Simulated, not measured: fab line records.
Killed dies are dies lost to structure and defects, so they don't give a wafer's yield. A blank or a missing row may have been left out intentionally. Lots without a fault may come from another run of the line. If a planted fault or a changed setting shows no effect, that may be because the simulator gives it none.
Matching of chambers -- flow nandHarc -- NHARC_A_BLC_DESCUM_15 on rieDiel-07: 4 sister chambers
The step chemistry O2, time 3 s. 4 wafers are shown with their chamber, then 7 later ones without.

## WAFERS WITH THEIR CHAMBER
wafer,chamber,drypumpMotorCurrentA (A)
L873.4,0,6.0
L873.5,1,5.7
L883.1,2,5.0
L883.2,3,6.2

## WAFERS WHOSE CHAMBER IS MISSING
wafer,drypumpMotorCurrentA (A)
L883.6,5.0
L884.2,6.2
L884.3,6.0
L884.4,5.1
L887.1,5.0
L887.3,6.0
L887.4,5.7

## WHICH CHAMBER EACH WENT THROUGH
wafer,from the rows above,in truth
L883.6,2,2
L884.2,3,3
L884.3,0,0
L884.4,2,2
L887.1,2,2
L887.3,0,0
L887.4,1,1
Placed correctly: 7 of 7. From these rows, 0 cannot be placed. 0 placed wrongly.
How it was worked out, from the rows above alone: a wafer's distance from a chamber is the root of the sum, over the readings, of the square of ((its reading less the chamber's mean) divided by the reading's scatter). If the next closest chamber is less than 2 further off than the closest, the wafer can't be placed; otherwise it belongs to the closest. The mean given for a chamber averages the wafers shown for that chamber. The scatter: with one shown wafer a chamber, the root of the mean of the squares of how far each hidden wafer lies from its nearest shown one.
